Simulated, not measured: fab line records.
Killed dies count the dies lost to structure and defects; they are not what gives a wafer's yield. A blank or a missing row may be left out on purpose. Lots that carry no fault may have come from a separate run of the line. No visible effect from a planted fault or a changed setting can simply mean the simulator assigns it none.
Which of the tools did it? | flow n5-finfet | 9 lots with 27 wafers sampled at 7 steps, on a route of 1938 steps

WHAT EACH GAUGE READ, for each wafer
N5_BEOL_M3_INSPECT_59: inspects for defects (darkfield). Usual: raw-defect-count reads 74 (standard deviation 23).
lot  | measured     | on                | raw-defect-count | flag
L838 | day 8 04:17  | defect-inspect-01 | 87 109 58        |
L843 | day 10 06:55 | defect-inspect-01 | 39 35 40         |
L845 | day 10 09:27 | defect-inspect-02 | 79 83 80         |
L846 | day 10 12:47 | defect-inspect-02 | 74 79 60         |
L848 | day 10 15:54 | defect-inspect-01 | 76 73 73         |
L847 | day 10 20:43 | defect-inspect-01 | 87 93 65         |
L856 | day 12 22:32 | defect-inspect-02 | 1106 1072 1059   | OFF
L857 | day 13 07:17 | defect-inspect-01 | 1073 1068 1024   | OFF
L858 | day 13 11:44 | defect-inspect-02 | 45 49 49         |

N5_BEOL_M4_INSPECT_13: inspects for defects (brightfield). Usual: raw-defect-count reads 454 (standard deviation 110).
lot  | measured     | on                | raw-defect-count | flag
L838 | day 8 06:34  | defect-inspect-01 | 743 489 318      |
L843 | day 10 08:31 | defect-inspect-02 | 351 313 313      |
L845 | day 10 10:12 | defect-inspect-02 | 486 459 390      |
L846 | day 10 16:52 | defect-inspect-02 | 496 412 331      |
L848 | day 10 17:34 | defect-inspect-01 | 444 373 425      |
L847 | day 11 01:12 | defect-inspect-01 | 465 558 476      |
L856 | day 13 03:12 | defect-inspect-02 | 1404 1356 1389   | OFF
L857 | day 13 08:33 | defect-inspect-01 | 1630 1545 1326   | OFF
L858 | day 13 12:32 | defect-inspect-01 | 417 328 410      |

N5_BEOL_M4_RC_MEAS_101. Usual: DIBL_N 36.9 mV/V, standard deviation 1.6; DIBL_P 37.1 mV/V, standard deviation 2; IOFF_N 0.17 nA/um, standard deviation 0.032; IOFF_P 0.22 nA/um, standard deviation 0.036; ION_N 674 uA/um, standard deviation 12; ION_P 463 uA/um, standard deviation 7.8; SS_N 71.7 mV/dec, standard deviation 0.63; SS_P 73.5 mV/dec, standard deviation 0.62; VT_N 249 mV, standard deviation 3.3; VT_P -250 mV, standard deviation 3.5.
lot  | measured     | on        | DIBL_N (mV/V)  | DIBL_P (mV/V)  | IOFF_N (nA/um) | IOFF_P (nA/um) | ION_N (uA/um) | ION_P (uA/um) | SS_N (mV/dec)  | SS_P (mV/dec)  | VT_N (mV)   | VT_P (mV)      | flag
L838 | day 9 03:10  | prober-01 | 38.6 36.9 35.1 | 39.4 39.0 35.2 | 0.20 0.18 0.14 | 0.29 0.29 0.21 | 679 689 664   | 469 474 464   | 71.8 72.1 71.2 | 74.3 73.9 73.3 | 247 249 252 | -246 -246 -248 |
L843 | day 10 20:43 | prober-01 | 35.6 35.7 34.7 | 37.6 37.9 36.8 | 0.16 0.16 0.14 | 0.21 0.22 0.20 | 676 674 659   | 466 458 459   | 71.0 71.9 71.3 | 73.9 73.2 72.9 | 250 250 254 | -249 -252 -252 |
L845 | day 10 22:04 | prober-01 | 40.8 38.9 39.1 | 38.5 37.9 39.2 | 0.25 0.20 0.22 | 0.22 0.21 0.23 | 689 679 700   | 457 457 467   | 72.4 71.8 71.7 | 73.9 74.1 74.0 | 242 245 244 | -253 -253 -252 |
L846 | day 11 00:10 | prober-02 | 39.5 39.5 37.1 | 37.4 37.6 34.6 | 0.17 0.18 0.13 | 0.19 0.20 0.15 | 668 687 661   | 444 466 450   | 72.3 72.0 71.7 | 73.3 74.1 72.9 | 248 247 255 | -253 -252 -258 |
L848 | day 11 01:46 | prober-01 | 37.2 36.7 38.8 | 38.2 37.3 38.7 | 0.17 0.16 0.20 | 0.24 0.22 0.25 | 681 685 680   | 473 474 455   | 71.6 71.9 72.4 | 73.7 72.7 73.4 | 248 249 246 | -249 -252 -249 |
L847 | day 11 09:43 | prober-01 | 33.2 34.9 34.9 | 33.8 38.0 36.9 | 0.11 0.13 0.14 | 0.13 0.19 0.17 | 658 650 664   | 451 451 457   | 71.9 71.8 71.5 | 72.2 72.7 72.2 | 258 258 252 | -257 -253 -254 |
L856 | day 13 12:01 | prober-01 | 36.6 37.0 37.5 | 38.6 40.2 40.7 | 0.18 0.19 0.20 | 0.22 0.25 0.27 | 679 675 683   | 459 459 468   | 72.4 72.4 72.8 | 73.8 74.0 74.1 | 250 248 246 | -249 -252 -247 |
L857 | day 13 14:08 | prober-01 | 36.7 35.1 38.2 | 34.9 32.2 36.6 | 0.18 0.14 0.19 | 0.25 0.20 0.27 | 682 667 673   | 472 464 466   | 71.2 71.7 72.0 | 73.7 72.9 73.8 | 246 253 248 | -246 -249 -245 |
L858 | day 13 22:05 | prober-01 | 36.4 37.4 34.4 | 37.4 38.7 35.7 | 0.16 0.17 0.12 | 0.24 0.25 0.21 | 676 677 664   | 469 467 467   | 71.2 70.5 71.0 | 73.3 73.9 72.7 | 247 249 255 | -245 -247 -249 |

WHAT TOOL EACH LOT RAN ON (gives the tool, then ch and the chambers of the sampled wafers, and finally the start)
lot  | N5_BEOL_M3_ANNEAL_91         | N5_BEOL_M3_SPUTTER_92        | N5_BEOL_M3_DEP_57               | N5_BEOL_M4_PECVD_72
L838 | pvd-sputter-01, day 8 02:38  | pvd-sputter-01, day 8 02:47  | pecvd-02 ch 0,1,2, day 8 04:12  | pecvd-02 ch 0,1,2, day 8 04:26
L843 | pvd-sputter-01, day 10 05:05 | pvd-sputter-01, day 10 05:13 | pecvd-02 ch 0,1,2, day 10 06:50 | pecvd-01 ch 0,1, day 10 07:04
L845 | pvd-sputter-01, day 10 07:48 | pvd-sputter-01, day 10 07:56 | pecvd-02 ch 1,2, day 10 09:22   | pecvd-02 ch 1,2, day 10 09:36
L846 | pvd-sputter-02, day 10 11:07 | pvd-sputter-02, day 10 11:16 | pecvd-02 ch 0,1,2, day 10 12:41 | pecvd-03 ch 0,1, day 10 12:55
L848 | pvd-sputter-01, day 10 14:15 | pvd-sputter-01, day 10 14:23 | pecvd-02 ch 0,1,2, day 10 15:49 | pecvd-02 ch 0,2, day 10 16:02
L847 | pvd-sputter-02, day 10 19:03 | pvd-sputter-02, day 10 19:11 | pecvd-02 ch 0,1,2, day 10 20:37 | pecvd-03 ch 0,1,2, day 10 20:52
L856 | pvd-sputter-01, day 12 19:34 | pvd-sputter-01, day 12 19:42 | pecvd-02 ch 0,1,2, day 12 22:26 | pecvd-02 ch 0,1,2, day 12 22:40
L857 | pvd-sputter-02, day 13 05:38 | pvd-sputter-02, day 13 05:47 | pecvd-02 ch 0,1,2, day 13 07:12 | pecvd-03 ch 0,2, day 13 07:26
L858 | pvd-sputter-03, day 13 09:50 | pvd-sputter-03, day 13 09:59 | pecvd-01 ch 0,2, day 13 11:38   | pecvd-01 ch 0,1, day 13 11:53
- N5_BEOL_M3_ANNEAL_91: time 240 s.
- N5_BEOL_M3_SPUTTER_92: material Cu, target thk 4.5 nm, time 8.29 s.
- N5_BEOL_M3_DEP_57: deposits SiCN from 3MS/NH3, target thk 8 nm, time 14 s.
- N5_BEOL_M4_PECVD_72: deposits SiO2 from TEOS/O2, target thk 16 nm, time 18 s.

WHAT THE TOOLS THEMSELVES READ (means of the sampled wafers that have a number; where no wafer has one, the mark that the record gives instead)
N5_BEOL_M3_ANNEAL_91. Usual: heater-power-w reads 848 W (standard deviation 96).
lot  | tool           | heater-power-w (W) | flag
L838 | pvd-sputter-01 | 796                |
L843 | pvd-sputter-01 | 821                |
L845 | pvd-sputter-01 | 836                |
L846 | pvd-sputter-02 | 856                |
L848 | pvd-sputter-01 | 846                |
L847 | pvd-sputter-02 | 818                |
L856 | pvd-sputter-01 | 908                |
L857 | pvd-sputter-02 | 860                |
L858 | pvd-sputter-03 | 854                |

N5_BEOL_M3_SPUTTER_92. Usual: chuck-sensor-temp-C -16.1 C, standard deviation 0.54; throttle-valve-pct 29.8 %, standard deviation 1.3.
lot  | tool           | chuck-sensor-temp-C (C) | throttle-valve-pct (%) | flag
L838 | pvd-sputter-01 | -16.4                   | 30.6                   |
L843 | pvd-sputter-01 | -16.4                   | 30.3                   |
L845 | pvd-sputter-01 | -16.3                   | 29.3                   |
L846 | pvd-sputter-02 | -16.0                   | 30.3                   |
L848 | pvd-sputter-01 | -16.3                   | 29.2                   |
L847 | pvd-sputter-02 | -15.8                   | 29.0                   |
L856 | pvd-sputter-01 | -16.5                   | 29.6                   |
L857 | pvd-sputter-02 | -16.2                   | 29.9                   |
L858 | pvd-sputter-03 | -15.6                   | 29.7                   |

N5_BEOL_M3_DEP_57. Usual: chamber-pressure-Torr 2.999 Torr, standard deviation 0.0072; showerhead-plenum-p-Torr 3.671 Torr, standard deviation 0.008; showerhead-vpp-V 911 V, standard deviation 34; throttle-valve-pct 9.0 %, standard deviation 0.56.
lot  | tool     | chamber-pressure-Torr (Torr) | showerhead-plenum-p-Torr (Torr) | showerhead-vpp-V (V) | throttle-valve-pct (%) | flag
L838 | pecvd-02 | 2.995                        | 3.669                           | 923                  | 9.2                    |
L843 | pecvd-02 | 2.992                        | 3.669                           | 918                  | 9.1                    |
L845 | pecvd-02 | 3.001                        | 3.674                           | 907                  | 8.6                    |
L846 | pecvd-02 | 3.001                        | 3.670                           | 909                  | 9.2                    |
L848 | pecvd-02 | 2.997                        | 3.665                           | 916                  | 9.0                    |
L847 | pecvd-02 | 2.998                        | 3.672                           | 922                  | 9.2                    |
L856 | pecvd-02 | 3.006                        | 3.671                           | 917                  | 9.2                    |
L857 | pecvd-02 | 2.993                        | 3.669                           | 917                  | 9.2                    |
L858 | pecvd-01 | 3.000                        | 3.669                           | 900                  | 9.2                    |

N5_BEOL_M4_PECVD_72. Usual: chamber-pressure-Torr 5.497 Torr, standard deviation 0.012; heater-power-w 753 W, standard deviation 99; showerhead-plenum-p-Torr 8.80 Torr, standard deviation 0.053; showerhead-vpp-V 1342 V, standard deviation 40; throttle-valve-pct 22.1 %, standard deviation 1.4.
lot  | tool     | chamber-pressure-Torr (Torr) | heater-power-w (W) | showerhead-plenum-p-Torr (Torr) | showerhead-vpp-V (V) | throttle-valve-pct (%) | flag
L838 | pecvd-02 | 5.499                        | 788                | 8.82                            | 1367                 | 22.6                   |
L843 | pecvd-01 | 5.487                        | 619                | 8.81                            | 1300                 | 22.4                   |
L845 | pecvd-02 | 5.499                        | 702                | 8.81                            | 1345                 | 21.5                   |
L846 | pecvd-03 | 5.497                        | 750                | 8.82                            | 1319                 | 22.6                   |
L848 | pecvd-02 | 5.499                        | 710                | 8.81                            | 1368                 | 23.3                   |
L847 | pecvd-03 | 5.506                        | 807                | 8.77                            | 1320                 | 21.7                   |
L856 | pecvd-02 | 5.505                        | 831                | 8.81                            | 1384                 | 22.8                   |
L857 | pecvd-03 | 5.504                        | 866                | 8.71                            | 1335                 | 20.9                   |
L858 | pecvd-01 | 5.497                        | 557                | 8.82                            | 1308                 | 22.4                   |

THE ANSWER, worked out from the rows above alone
Rule: a lot is off if the mean of its wafers that have a number lies more than 3 standard deviations from the usual mean. Also off: a lot with no number at a reading for which 4 or more lots have one. Any other lot the step has rows for is counted as sound. Order of review: gauges by route order, followed by the tools' own readings, for which a lot's mean as printed above is used. At the first step where some lot is off, the reading lying furthest off is the one used; lots without a number count as furthest.
Off, at N5_BEOL_M3_INSPECT_59 on raw-defect-count: L856, L857.
A tool fits if, at a process step before that reading, it ran every lot that is off, and no sound lot after the first of them. The gauges at N5_BEOL_M3_INSPECT_59 are tried like those tools. One candidate fits, namely pecvd-02 at N5_BEOL_M3_DEP_57. Its last sound lot is L847 (day 10 20:37), its first lot that is off L856 (day 12 22:26): a fault that began between those two fits.

WHAT WAS PUT IN BY THE SIMULATOR
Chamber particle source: pecvd-02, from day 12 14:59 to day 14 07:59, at N5_BEOL_M3_DEP_57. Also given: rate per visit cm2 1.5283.
Lots struck among those shown: L856, L857. Same finding as the rule above.
